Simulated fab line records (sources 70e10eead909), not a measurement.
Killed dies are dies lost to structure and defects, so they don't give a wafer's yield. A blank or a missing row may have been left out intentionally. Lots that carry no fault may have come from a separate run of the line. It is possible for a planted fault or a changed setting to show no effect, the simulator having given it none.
fab line records	flow nand-harc
[record] lots = 24	wafers = 72	last-day = 25
route steps=1159 shown P_GATE@170 P_M0@266 P_M1@305
lots that met no fault: from a run of the same line without faults
start-h: hours from the record's first day to the start of the lot's first wafer shown	wait-h: hours since the lot's step before	" identical to the entry in the row above	L1.1+2: a row that stands for several wafers	- no value present, or no start provided	* or withheld: withheld	< > ~ a bound
route shown NAME@n: names a module that has steps shown in the file, with the first one's number in the route	usual: the fault-free wafers' mean and standard deviation	same: alike in all rows	chamber/n: place in a boat	sites: each site's reading	_std_site: the values' standard deviation	_edge_site: the outer-site mean with the inner-site mean subtracted	radius-mm: for every site, how far away it sits from the centre of the wafer	mask NAME#n: copy n	behind: the tool/chamber that last shaped the wafer	hold: the reason the lot was held/the length of the hold in hours/how it ended	device: whichever transistor did not switch (one of n, p or np)	end of line: at the end of the route, the tests of the same wafers	where a step has no rows: the recipe by itself	killed: not the wafer's yield, but the dies lost to structure and defects at the first sort	map: shows each die of a wafer: x if killed, . if not, _ if none is there
set.NAME: the setting as run; set.NAME@STEP: as run at that earlier step	model.NAME: the simulator's own value behind a step, which no gauge read
steps of the route over a sample of lots; a table a step, a row a wafer
services: the hour from which a tool's chamber was out of use, counted from the record's first day as start-h (under 0 if before that day), plus the number of hours and why
[[steps]]
[step NHARC_P_GATE_CD_MEAS_46]
[recipe] target-cd-nm = 720	landing-energy-ev = 500
[usual] cd-nm = 719.9/1.4
lot.wafer	tool	chamber	start-h	wait-h	cd-nm
L075.3	cd-sem-02	0	103.69	-	720.5
L075.5	"	0	"	"	721.4
L075.6	"	0	"	"	719.0
L074.4	cd-sem-01	0	103.84	-	719.0
L074.5	"	0	"	"	720.9
L074.6	"	0	"	"	720.4
L077.1	cd-sem-03	0	118.08	-	723.8
L077.3	"	0	"	"	721.1
L077.5	"	0	"	"	721.1
L076.1	cd-sem-02	0	118.98	-	720.9
L076.4	"	0	"	"	720.6
L076.6	"	0	"	"	719.0
L078.2	cd-sem-03	0	122.62	-	718.9
L078.5	"	0	"	"	718.0
L078.6	"	0	"	"	718.1
L079.1	cd-sem-01	0	132.92	-	721.9
L079.2	"	0	"	"	721.3
L079.6	"	0	"	"	719.4
L080.1	cd-sem-03	0	142.35	-	720.6
L080.2	"	0	"	"	719.4
L080.3	"	0	"	"	718.5
L081.3	cd-sem-01	0	142.52	-	720.4
L081.4	"	0	"	"	720.2
L081.6	"	0	"	"	723.5
L082.1	cd-sem-03	0	154.74	-	718.8
L082.4	"	0	"	"	718.8
L082.5	"	0	"	"	719.2
L084.1	cd-sem-02	0	160.75	-	719.9
L084.4	"	0	"	"	720.8
L084.5	"	0	"	"	721.1
L083.2	cd-sem-03	0	161.13	-	721.3
L083.4	"	0	"	"	720.4
L083.5	"	0	"	"	721.9
L087.4	cd-sem-03	0	177.23	-	719.5
L087.5	"	0	"	"	720.9
L087.6	"	0	"	"	720.1
L086.1	cd-sem-03	0	177.60	-	722.4
L086.2	"	0	"	"	716.9
L086.3	"	0	"	"	719.7
L088.4	cd-sem-01	0	178.05	-	721.5
L088.5	"	0	"	"	720.6
L088.6	"	0	"	"	720.2
L085.4	cd-sem-01	0	183.45	-	719.6
L085.5	"	0	"	"	719.1
L085.6	"	0	"	"	718.3
L089.1	cd-sem-02	0	196.97	-	719.0
L089.3	"	0	"	"	720.5
L089.6	"	0	"	"	719.2
L090.2	cd-sem-02	0	197.71	-	720.3
L090.4	"	0	"	"	720.5
L090.5	"	0	"	"	721.0
L091.2	cd-sem-01	0	203.56	-	720.3
L091.4	"	0	"	"	718.2
L091.6	"	0	"	"	720.2
L093.1	cd-sem-02	0	212.48	-	718.3
L093.2	"	0	"	"	718.4
L093.3	"	0	"	"	720.6
L092.2	cd-sem-01	0	213.13	-	719.7
L092.3	"	0	"	"	719.8
L092.6	"	0	"	"	719.9
L094.1	cd-sem-01	0	220.83	-	718.8
L094.4	"	0	"	"	719.6
L094.6	"	0	"	"	719.5
L095.2	cd-sem-03	0	225.24	-	720.3
L095.4	"	0	"	"	720.6
L095.6	"	0	"	"	719.6
L096.2	cd-sem-02	0	235.59	-	716.8
L096.3	"	0	"	"	718.1
L096.5	"	0	"	"	716.7
L097.1	cd-sem-01	0	239.72	-	720.5
L097.2	"	0	"	"	720.5
L097.6	"	0	"	"	721.9
[step NHARC_P_GATE_RTA_64]
[recipe] temp-c = 1050	time-s = 1
[usual] anneal-temp-c-max = 1053.4/0.64	lamp-power-pct = 38.6/0.45	wafer_temp_C_max = 1057.2/1.9
[same] time-s = 1
lot.wafer	tool	chamber	start-h	wait-h	anneal-temp-c-max	lamp-power-pct	wafer_temp_C_max
L075.3	rtp-anneal-02	0	109.58	-	1053.8	38.9	1059.2
L075.5	"	0	"	"	1054.2	38.9	1059.0
L075.6	"	0	"	"	1054.0	38.9	1058.8
L074.4	rtp-anneal-02	0	109.92	-	1052.6	38.9	1058.0
L074.5	"	0	"	"	1052.6	38.9	1058.6
L074.6	"	0	"	"	1053.1	38.9	1058.8
L077.1	rtp-anneal-01	0	123.38	-	1055.2	37.8	1058.4
L077.3	"	0	"	"	1053.9	37.9	1056.2
L077.5	"	0	"	"	1053.6	37.8	1054.8
L076.1	rtp-anneal-02	0	124.21	-	1054.6	38.9	1058.7
L076.4	"	0	"	"	1054.5	38.9	1055.9
L076.6	"	0	"	"	1054.4	38.9	1058.3
L078.2	rtp-anneal-01	0	127.82	-	1053.3	38.0	1055.5
L078.5	"	0	"	"	1052.8	37.9	1054.0
L078.6	"	0	"	"	1053.8	37.9	1054.4
L079.1	rtp-anneal-02	0	138.27	-	1052.7	38.8	1056.1
L079.2	"	0	"	"	1053.7	38.9	1057.8
L079.6	"	0	"	"	1053.2	38.9	1057.1
L080.1	rtp-anneal-02	0	147.62	-	1053.2	38.9	1058.6
L080.2	"	0	"	"	1053.4	38.8	1060.0
L080.3	"	0	"	"	1053.6	38.8	1056.9
L081.3	rtp-anneal-02	0	148.05	-	1052.8	38.9	1055.1
L081.4	"	0	"	"	1052.4	38.9	1057.8
L081.6	"	0	"	"	1053.9	38.9	1058.6
L082.1	rtp-anneal-01	0	160.07	-	1053.1	37.9	1055.7
L082.4	"	0	"	"	1053.9	38.0	1053.5
L082.5	"	0	"	"	1052.8	37.9	1055.1
L084.1	rtp-anneal-01	0	166.09	-	1053.6	37.9	1056.1
L084.4	"	0	"	"	1053.7	37.9	1054.8
L084.5	"	0	"	"	1053.3	37.9	1054.7
L083.2	rtp-anneal-01	0	171.45	-	1053.5	37.9	1054.2
L083.4	"	0	"	"	1053.7	37.9	1054.4
L083.5	"	0	"	"	1052.9	37.9	1053.3
L087.4	rtp-anneal-02	0	182.66	-	1054.7	38.9	1057.3
L087.5	"	0	"	"	1053.9	38.9	1058.7
L087.6	"	0	"	"	1053.5	38.8	1058.9
L086.1	rtp-anneal-02	0	182.80	-	1053.7	38.9	1057.4
L086.2	"	0	"	"	1052.6	38.9	1059.9
L086.3	"	0	"	"	1053.2	38.9	1058.6
L088.4	rtp-anneal-02	0	183.71	-	1054.0	38.9	1058.5
L088.5	"	0	"	"	1054.3	38.9	1058.4
L088.6	"	0	"	"	1053.7	38.9	1059.2
L085.4	rtp-anneal-02	0	188.91	-	1053.0	38.8	1055.3
L085.5	"	0	"	"	1053.0	38.8	1056.2
L085.6	"	0	"	"	1053.7	38.9	1058.0
L089.1	rtp-anneal-01	0	202.25	-	1053.7	37.9	1055.8
L089.3	"	0	"	"	1052.8	37.9	1055.6
L089.6	"	0	"	"	1053.0	37.9	1055.9
L090.2	rtp-anneal-02	0	202.89	-	1054.5	38.8	1057.2
L090.4	"	0	"	"	1054.0	38.8	1058.2
L090.5	"	0	"	"	1053.7	38.8	1059.3
L091.2	rtp-anneal-02	0	208.77	-	1052.8	39.0	1056.3
L091.4	"	0	"	"	1053.3	38.9	1056.2
L091.6	"	0	"	"	1053.4	38.8	1058.7
L093.1	rtp-anneal-02	0	217.79	-	1052.7	38.8	1056.4
L093.2	"	0	"	"	1052.4	38.9	1059.6
L093.3	"	0	"	"	1052.8	38.8	1059.0
L092.2	rtp-anneal-02	0	218.72	-	1053.2	38.9	1057.1
L092.3	"	0	"	"	1054.1	38.8	1058.0
L092.6	"	0	"	"	1053.2	38.8	1058.2
L094.1	rtp-anneal-01	0	226.15	-	1054.5	37.9	1054.9
L094.4	"	0	"	"	1051.8	38.0	1054.5
L094.6	"	0	"	"	1052.8	37.9	1055.2
L095.2	rtp-anneal-02	0	230.55	-	1053.5	38.8	1060.2
L095.4	"	0	"	"	1054.3	38.9	1055.7
L095.6	"	0	"	"	1054.2	38.9	1058.7
L096.2	rtp-anneal-02	0	241.33	-	1052.9	38.9	1055.2
L096.3	"	0	"	"	1054.1	39.0	1057.4
L096.5	"	0	"	"	1053.2	38.8	1057.4
L097.1	rtp-anneal-02	0	244.88	-	1053.1	38.9	1058.5
L097.2	"	0	"	"	1052.3	38.9	1058.7
L097.6	"	0	"	"	1053.1	38.9	1058.7
[step NHARC_P_M0_DESCUM_14]
[recipe] time-s = 3	o2-flow-sccm = 200	ar-flow-sccm = 0	bias-power-w = 0	chemistry = O2
[usual] drypump-motor-current-A = 5.6/0.51	mfc-ar-sccm = 0.010/0.012	oes-product-au = 1.003/0.0085	rf-vpp-V = 57.9/0.82	showerhead-plenum-p-Torr = 1.93/0.075	throttle-valve-pct = 11.312/0.0095
[same] time-s = 3
lot.wafer	tool	chamber	start-h	wait-h	drypump-motor-current-A	mfc-ar-sccm	oes-product-au	rf-hours-counter-h	rf-vpp-V	showerhead-plenum-p-Torr	throttle-valve-pct
L075.3	rie-diel-10	3	125.84	0.1	4.9	0.013	1.014	8	58.2	1.91	11.295
L075.6	"	0	"	"	5.0	0	1.024	-	57.8	2.01	11.319
L075.5	"	1	"	"	5.6	0	1.014	-	57.2	1.84	11.307
L074.5	rie-diel-10	0	126.36	0.1	5.0	0	1.013	-	59.0	2.01	11.318
L074.4	"	1	"	"	5.7	0	1.013	-	58.7	1.84	11.317
L074.6	"	3	"	"	4.9	0.013	1.007	-	58.2	1.91	11.332
L077.3	rie-diel-10	2	135.67	0.1	6.4	0.016	1.006	8	58.0	1.99	11.313
L077.1	"	3	"	"	4.9	0.013	1.013	9	56.7	1.91	11.305
L077.5	"	2	"	"	6.4	0.016	0.995	-	56.4	1.99	11.304
L076.1	rie-diel-08	3	136.09	0.1	5.5	0.029	1.010	0	57.6	1.91	11.311
L076.6	"	0	"	"	5.6	0	0.989	-	58.1	1.95	11.313
L076.4	"	3	"	"	5.5	0.029	1.004	-	57.6	1.91	11.316
L078.2	rie-diel-10	3	136.47	0.1	4.9	0.013	1.004	9	57.8	1.91	11.296
L078.5	"	3	"	"	5.0	0.013	1.004	-	58.3	1.91	11.321
L078.6	"	0	"	"	5.0	0	1.008	-	58.8	2.01	11.299
L079.1	rie-diel-08	1	147.12	0.1	5.3	0	1.001	1	58.3	1.82	11.322
L079.2	"	2	"	"	6.0	0.031	1.011	1	58.2	1.94	11.319
L079.6	"	2	"	"	6.0	0.031	1.001	-	59.3	1.94	11.318
L080.3	rie-diel-08	1	154.94	0.1	5.3	0	1.006	2	57.4	1.82	11.316
L080.1	"	3	"	"	5.6	0.029	1.004	2	58.3	1.91	11.306
L080.2	"	0	"	"	5.7	0	1.002	2	58.0	1.95	11.312
L081.4	rie-diel-08	2	155.53	0.1	6.0	0.031	1.007	1	59.1	1.94	11.317
L081.3	"	1	"	"	5.3	0	1.006	2	56.7	1.81	11.312
L081.6	"	2	"	"	6.0	0.031	1.002	-	57.7	1.94	11.309
L082.4	rie-diel-10	0	167.39	0.1	5.0	0	1.011	11	56.7	2.01	11.306
L082.1	"	1	"	"	5.6	0	1.012	11	57.7	1.84	11.300
L082.5	"	2	"	"	6.4	0.016	0.995	-	58.9	1.99	11.319
L084.4	rie-diel-13	1	173.80	0.1	6.0	0.019	0.997	7	58.0	1.89	11.312
L084.1	"	3	"	"	5.9	0	0.990	7	56.7	1.80	11.324
L084.5	"	1	"	"	6.0	0.019	0.997	-	57.8	1.89	11.310
L083.2	rie-diel-13	0	184.29	0.1	5.9	0.039	0.982	7	58.6	2.05	11.310
L083.5	"	1	"	"	6.0	0.019	1.002	-	58.2	1.89	11.312
L083.4	"	3	"	"	5.9	0	1.002	-	56.9	1.80	11.323
L088.4	rie-diel-10	0	194.82	0.1	5.0	0	1.001	0	59.9	2.01	11.321
L088.6	"	2	"	"	6.4	0.016	1.004	-	58.8	1.99	11.313
L088.5	"	3	"	"	5.0	0.013	0.999	-	57.4	1.91	11.304
L087.4	rie-diel-13	1	194.97	0.1	6.0	0.019	1.004	8	58.3	1.89	11.319
L087.5	"	3	"	"	5.9	0	0.990	-	58.0	1.80	11.321
L087.6	"	0	"	"	6.0	0.039	1.000	-	58.9	2.05	11.294
L086.2	rie-diel-10	3	195.23	0.1	5.0	0.013	1.018	1	56.4	1.91	11.317
L086.1	"	1	"	"	5.6	0	1.014	0	57.2	1.84	11.309
L086.3	"	2	"	"	6.4	0.016	1.012	1	58.0	1.99	11.308
L085.4	rie-diel-10	2	195.96	0.1	6.4	0.016	1.003	1	58.4	1.98	11.304
L085.5	"	1	"	"	5.6	0	1.007	-	57.8	1.83	11.293
L085.6	"	2	"	"	6.4	0.016	1.011	-	59.2	1.99	11.311
L089.1	rie-diel-10	2	217.73	0.1	6.4	0.016	1.008	3	58.4	1.98	11.303
L089.3	"	0	"	"	5.0	0	1.009	2	56.8	2.01	11.314
L089.6	"	0	"	"	5.0	0	0.996	-	58.7	2.01	11.291
L090.2	rie-diel-08	3	218.27	0.1	5.6	0.029	1.006	5	59.2	1.91	11.294
L090.4	"	3	"	"	5.6	0.029	0.995	-	58.0	1.91	11.318
L090.5	"	0	"	"	5.7	0	0.984	-	56.4	1.95	11.326
L091.2	rie-diel-10	2	218.92	0.1	6.4	0.016	1.011	3	58.9	1.98	11.312
L091.4	"	2	"	"	6.4	0.016	1.000	-	58.1	1.98	11.300
L091.6	"	0	"	"	5.0	0	1.004	-	58.8	2.01	11.313
L093.3	rie-diel-10	1	225.63	0.1	5.6	0	1.014	3	57.0	1.83	11.307
L093.2	"	2	"	"	6.4	0.016	1.011	3	57.3	1.98	11.315
L093.1	"	0	"	"	5.0	0	1.002	3	60.5	2.01	11.321
L092.2	rie-diel-10	1	226.55	0.1	5.6	0	1.002	3	57.8	1.84	11.312
L092.3	"	0	"	"	5.0	0	1.003	3	57.8	2.01	11.323
L092.6	"	0	"	"	4.9	0	1.010	-	58.3	2.01	11.318
L094.1	rie-diel-08	2	233.78	0.1	6.0	0.031	0.994	3	58.5	1.94	11.302
L094.4	"	0	"	"	5.6	0	1.003	6	58.7	1.95	11.301
L094.6	"	1	"	"	5.3	0	0.994	-	58.0	1.81	11.321
L095.2	rie-diel-10	0	238.93	0.1	5.0	0	0.987	3	57.9	2.01	11.299
L095.4	"	0	"	"	5.0	0	0.992	-	59.1	2.01	11.301
L095.6	"	0	"	"	5.0	0	1.003	-	57.0	2.01	11.313
L096.3	rie-diel-10	1	248.90	0.1	5.6	0	1.007	3	57.2	1.84	11.311
L096.2	"	2	"	"	6.4	0.016	1.023	6	58.4	1.98	11.314
L096.5	"	1	"	"	5.7	0	1.015	-	57.8	1.83	11.320
L097.2	rie-diel-13	1	253.00	0.1	6.0	0.019	1.006	14	57.1	1.89	11.325
L097.1	"	2	"	"	6.6	0	0.997	12	58.5	1.92	11.314
L097.6	"	0	"	"	6.0	0.039	0.994	-	57.7	2.05	11.310
[step NHARC_P_M0_INSPECT_27]
[usual] raw-defect-count = 309/130
lot.wafer	tool	chamber	start-h	wait-h	raw-defect-count
L075.3	defect-inspect-01	-	128.36	0.0	437
L075.5	"	-	"	"	336
L075.6	"	-	"	"	374
L074.4	defect-inspect-02	-	128.89	0.0	370
L074.5	"	-	"	"	202
L074.6	"	-	"	"	231
L077.1	defect-inspect-01	-	138.16	0.0	314
L077.3	"	-	"	"	255
L077.5	"	-	"	"	548
L076.1	defect-inspect-01	-	138.64	0.0	311
L076.4	"	-	"	"	387
L076.6	"	-	"	"	413
L078.2	defect-inspect-01	-	139.03	0.0	240
L078.5	"	-	"	"	270
L078.6	"	-	"	"	275
L079.1	defect-inspect-02	-	149.62	0.0	494
L079.2	"	-	"	"	346
L079.6	"	-	"	"	261
L080.1	defect-inspect-01	-	157.44	0.0	299
L080.2	"	-	"	"	155
L080.3	"	-	"	"	231
L081.3	defect-inspect-01	-	158.03	0.0	419
L081.4	"	-	"	"	353
L081.6	"	-	"	"	392
L082.1	defect-inspect-02	-	169.84	0.0	193
L082.4	"	-	"	"	370
L082.5	"	-	"	"	205
L084.1	defect-inspect-02	-	176.27	0.0	316
L084.4	"	-	"	"	317
L084.5	"	-	"	"	267
L083.2	defect-inspect-02	-	187.12	0.0	278
L083.4	"	-	"	"	176
L083.5	"	-	"	"	252
L088.4	defect-inspect-02	-	197.33	0.0	318
L088.5	"	-	"	"	253
L088.6	"	-	"	"	483
L087.4	defect-inspect-01	-	197.43	0.0	220
L087.5	"	-	"	"	280
L087.6	"	-	"	"	408
L086.1	defect-inspect-01	-	197.77	0.0	156
L086.2	"	-	"	"	298
L086.3	"	-	"	"	216
L085.4	defect-inspect-02	-	198.53	0.0	156
L085.5	"	-	"	"	167
L085.6	"	-	"	"	263
L089.1	defect-inspect-02	-	220.29	0.0	163
L089.3	"	-	"	"	137
L089.6	"	-	"	"	228
L090.2	defect-inspect-02	-	220.92	0.0	372
L090.4	"	-	"	"	295
L090.5	"	-	"	"	278
L091.2	defect-inspect-02	-	221.53	0.0	279
L091.4	"	-	"	"	236
L091.6	"	-	"	"	224
L093.1	defect-inspect-02	-	228.17	0.0	294
L093.2	"	-	"	"	175
L093.3	"	-	"	"	352
L092.2	defect-inspect-02	-	229.09	0.0	220
L092.3	"	-	"	"	295
L092.6	"	-	"	"	395
L094.1	defect-inspect-01	-	236.33	0.0	235
L094.4	"	-	"	"	197
L094.6	"	-	"	"	289
L095.2	defect-inspect-02	-	241.58	0.0	321
L095.4	"	-	"	"	352
L095.6	"	-	"	"	230
L096.2	defect-inspect-01	-	251.50	0.0	495
L096.3	"	-	"	"	583
L096.5	"	-	"	"	866
L097.1	defect-inspect-02	-	255.49	0.0	392
L097.2	"	-	"	"	314
L097.6	"	-	"	"	429
[step NHARC_P_M0_DEP_32]
[recipe] target-thk-a = 300	temp-c = 370	target-thk-nm = 30	pressure-torr = 3	flow-sccm = 200	rf-w = 450	material = SiCN
[usual] heater-power-w = 588/60
lot.wafer	tool	chamber	start-h	wait-h	heater-power-w
L075.3	pecvd-04	1	128.57	0.1	728
L075.5	"	0	"	"	704
L075.6	"	2	"	"	603
L074.6	pecvd-02	1	129.70	0.2	514
L074.5	"	2	"	"	674
L074.4	"	0	"	"	562
L077.1	pecvd-03	2	138.35	0.1	538
L077.3	"	0	"	"	571
L077.5	"	0	"	"	569
L076.1	pecvd-03	0	138.96	0.1	538
L076.4	"	0	"	"	547
L076.6	"	1	"	"	522
L078.2	pecvd-04	0	139.22	0.1	592
L078.5	"	2	"	"	681
L078.6	"	0	"	"	604
L079.1	pecvd-02	2	149.78	0.1	571
L079.2	"	1	"	"	564
L079.6	"	1	"	"	550
L080.2	pecvd-04	0	157.59	0.1	666
L080.1	"	1	"	"	614
L080.3	"	2	"	"	589
L081.3	pecvd-04	2	158.17	0.1	653
L081.6	"	2	"	"	641
L081.4	"	0	"	"	578
L082.1	pecvd-03	2	170.08	0.1	639
L082.5	"	1	"	"	479
L082.4	"	2	"	"	651
L084.1	pecvd-03	0	176.50	0.1	583
L084.5	"	1	"	"	570
L084.4	"	0	"	"	452
L083.2	pecvd-03	1	187.36	0.1	557
L083.5	"	2	"	"	573
L083.4	"	1	"	"	545
L088.5	pecvd-02	0	197.60	0.2	625
L088.6	"	1	"	"	586
L088.4	"	2	"	"	606
L087.6	pecvd-03	0	197.75	0.2	585
L087.4	"	1	"	"	541
L087.5	"	2	"	"	655
L086.3	pecvd-02	1	197.91	0.1	541
L086.1	"	2	"	"	633
L086.2	"	0	"	"	600
L085.5	pecvd-03	2	198.80	0.2	556
L085.6	"	0	"	"	585
L085.4	"	1	"	"	512
L089.3	pecvd-03	1	220.43	0.1	548
L089.1	"	2	"	"	544
L089.6	"	2	"	"	539
L090.2	pecvd-03	2	221.06	0.1	670
L090.4	"	2	"	"	666
L090.5	"	0	"	"	560
L091.2	pecvd-03	1	221.72	0.1	529
L091.4	"	1	"	"	540
L091.6	"	2	"	"	588
L093.1	pecvd-02	2	228.34	0.1	664
L093.3	"	0	"	"	580
L093.2	"	1	"	"	588
L092.2	pecvd-02	1	229.23	0.1	578
L092.3	"	2	"	"	676
L092.6	"	1	"	"	580
L094.1	pecvd-03	2	236.52	0.1	608
L094.4	"	2	"	"	630
L094.6	"	1	"	"	472
L095.2	pecvd-04	2	241.77	0.1	562
L095.6	"	1	"	"	609
L095.4	"	0	"	"	683
L096.3	pecvd-04	1	251.65	0.1	622
L096.2	"	2	"	"	635
L096.5	"	2	"	"	619
L097.2	pecvd-04	0	255.64	0.1	689
L097.1	"	2	"	"	619
L097.6	"	0	"	"	689
[step NHARC_P_M1_DEGAS_29]
[recipe] temp-c = 250	time-s = 60
[usual] heater-power-w = 333/46
[same] time-s = 60
lot.wafer	tool	chamber	start-h	wait-h	heater-power-w
L075.3	pvd-sputter-02	-	131.01	-	303
L075.6	"	-	"	"	399
L075.5	"	-	"	"	329
L074.4	pvd-sputter-02	-	132.73	-	315
L074.6	"	-	"	"	328
L074.5	"	-	"	"	392
L077.1	pvd-sputter-02	-	140.74	-	388
L077.3	"	-	"	"	316
L077.5	"	-	"	"	391
L076.4	pvd-sputter-02	-	141.47	-	309
L076.1	"	-	"	"	339
L076.6	"	-	"	"	315
L078.2	pvd-sputter-01	-	141.50	-	293
L078.5	"	-	"	"	289
L078.6	"	-	"	"	265
L079.2	pvd-sputter-01	-	152.28	-	260
L079.1	"	-	"	"	290
L079.6	"	-	"	"	390
L080.3	pvd-sputter-01	-	160.14	-	258
L080.1	"	-	"	"	326
L080.2	"	-	"	"	292
L081.3	pvd-sputter-02	-	160.66	-	394
L081.4	"	-	"	"	308
L081.6	"	-	"	"	328
L082.4	pvd-sputter-01	-	172.32	-	294
L082.1	"	-	"	"	262
L082.5	"	-	"	"	291
L084.1	pvd-sputter-02	-	178.88	-	331
L084.4	"	-	"	"	314
L084.5	"	-	"	"	403
L083.4	pvd-sputter-01	-	189.77	-	261
L083.2	"	-	"	"	293
L083.5	"	-	"	"	262
L088.4	pvd-sputter-02	-	200.06	-	333
L088.5	"	-	"	"	394
L088.6	"	-	"	"	339
L087.4	pvd-sputter-01	-	200.08	-	288
L087.5	"	-	"	"	356
L087.6	"	-	"	"	293
L086.3	pvd-sputter-03	-	200.46	-	289
L086.1	"	-	"	"	381
L086.2	"	-	"	"	379
L085.4	pvd-sputter-02	-	201.18	-	334
L085.6	"	-	"	"	330
L085.5	"	-	"	"	399
L089.3	pvd-sputter-01	-	223.01	-	350
L089.1	"	-	"	"	258
L089.6	"	-	"	"	349
L090.2	pvd-sputter-01	-	223.88	-	287
L090.4	"	-	"	"	257
L090.5	"	-	"	"	291
L091.2	pvd-sputter-02	-	224.07	-	338
L091.4	"	-	"	"	331
L091.6	"	-	"	"	331
L093.1	pvd-sputter-02	-	230.82	-	306
L093.3	"	-	"	"	410
L093.2	"	-	"	"	330
L092.2	pvd-sputter-01	-	231.81	-	343
L092.3	"	-	"	"	284
L092.6	"	-	"	"	349
L094.4	pvd-sputter-03	-	239.13	-	372
L094.1	"	-	"	"	301
L094.6	"	-	"	"	382
L095.2	pvd-sputter-01	-	244.19	-	400
L095.4	"	-	"	"	302
L095.6	"	-	"	"	399
L096.2	pvd-sputter-02	-	254.17	-	327
L096.3	"	-	"	"	305
L096.5	"	-	"	"	303
L097.1	pvd-sputter-01	-	258.03	-	298
L097.2	"	-	"	"	391
L097.6	"	-	"	"	343
[[services]]
tool	chamber	start-h	hours	kind
pecvd-03	1	91.26	10.6	repair
rie-diel-08	0	93.30	15.5	repair
pvd-sputter-01	-	95.05	3.5	repair
pecvd-02	1	97.21	6.1	repair
rie-diel-13	-	99.00	9.0	pm
pecvd-04	0	101.87	22.2	repair
pecvd-03	-	111.00	13.0	pm
rie-diel-10	2	120.84	7.3	repair
rie-diel-08	-	124.80	9.0	pm
pecvd-02	-	153.17	13.0	pm
rie-diel-08	-	156.22	0.1	repair
pvd-sputter-01	-	161.99	10.0	pm
rie-diel-08	1	170.02	8.7	repair
rie-diel-08	2	173.35	50.0	repair
rie-diel-13	-	175.30	0.5	repair
rie-diel-10	-	176.53	9.0	pm
pecvd-04	-	195.95	13.0	pm
rie-diel-08	3	200.66	10.0	repair
rie-diel-10	3	205.56	44.2	repair
pvd-sputter-02	-	214.06	10.0	pm
rie-diel-08	0	215.29	1.9	repair
pecvd-04	2	229.12	7.9	repair
pecvd-03	0	231.24	10.6	repair
rie-diel-10	1	231.61	14.3	repair
[[key]]
fault none
